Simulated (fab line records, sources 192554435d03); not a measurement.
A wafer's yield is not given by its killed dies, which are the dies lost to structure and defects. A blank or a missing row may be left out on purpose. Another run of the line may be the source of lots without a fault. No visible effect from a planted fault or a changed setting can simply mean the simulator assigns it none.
Chamber matching / flow n5 finfet / N5_STI_FIN_REVEAL_STRIP_24 on rie diel-02 has 4 sister chambers
The step strips in N2/H2, time 90 s. 4 wafers are shown with their chamber, then 10 later ones without.

== WAFERS, EACH WITH ITS CHAMBER ==
wafer=L083.5; chamber=2; drypump motor current A (A)=6.0
wafer=L091.4; chamber=3; drypump motor current A (A)=5.7
wafer=L094.1; chamber=0; drypump motor current A (A)=5.9
wafer=L094.2; chamber=1; drypump motor current A (A)=6.3

== WAFERS WITHOUT THEIR CHAMBER ==
wafer=L094.3; drypump motor current A (A)=5.6
wafer=L094.4; drypump motor current A (A)=6.0
wafer=L094.5; drypump motor current A (A)=6.3
wafer=L094.6; drypump motor current A (A)=5.9
wafer=L096.1; drypump motor current A (A)=6.3
wafer=L096.2; drypump motor current A (A)=6.0
wafer=L096.3; drypump motor current A (A)=5.9
wafer=L097.3; drypump motor current A (A)=5.6
wafer=L097.4; drypump motor current A (A)=5.9
wafer=L097.6; drypump motor current A (A)=5.9

== EACH ONE'S CHAMBER ==
wafer=L094.3; from the rows above=3; in truth=3
wafer=L094.4; from the rows above=2; in truth=2
wafer=L094.5; from the rows above=1; in truth=1
wafer=L094.6; from the rows above=0; in truth=0
wafer=L096.1; from the rows above=1; in truth=1
wafer=L096.2; from the rows above=2; in truth=2
wafer=L096.3; from the rows above=0; in truth=0
wafer=L097.3; from the rows above=3; in truth=3
wafer=L097.4; from the rows above=0; in truth=0
wafer=L097.6; from the rows above=0; in truth=0
Correctly placed: 10 of 10. Number that these rows cannot place: 0. Number placed wrongly: 0.
How it was worked out, from the rows above alone: a wafer's distance from a chamber is the root of the sum, over the readings, of the square of ((its reading less the chamber's mean) divided by the reading's scatter). If the next closest chamber is less than 2 further off than the closest, the wafer can't be placed; otherwise it belongs to the closest. For every chamber, the mean is computed from those of its wafers that are shown. The scatter: with one shown wafer a chamber, the root of the mean of the squares of how far each hidden wafer lies from its nearest shown one.
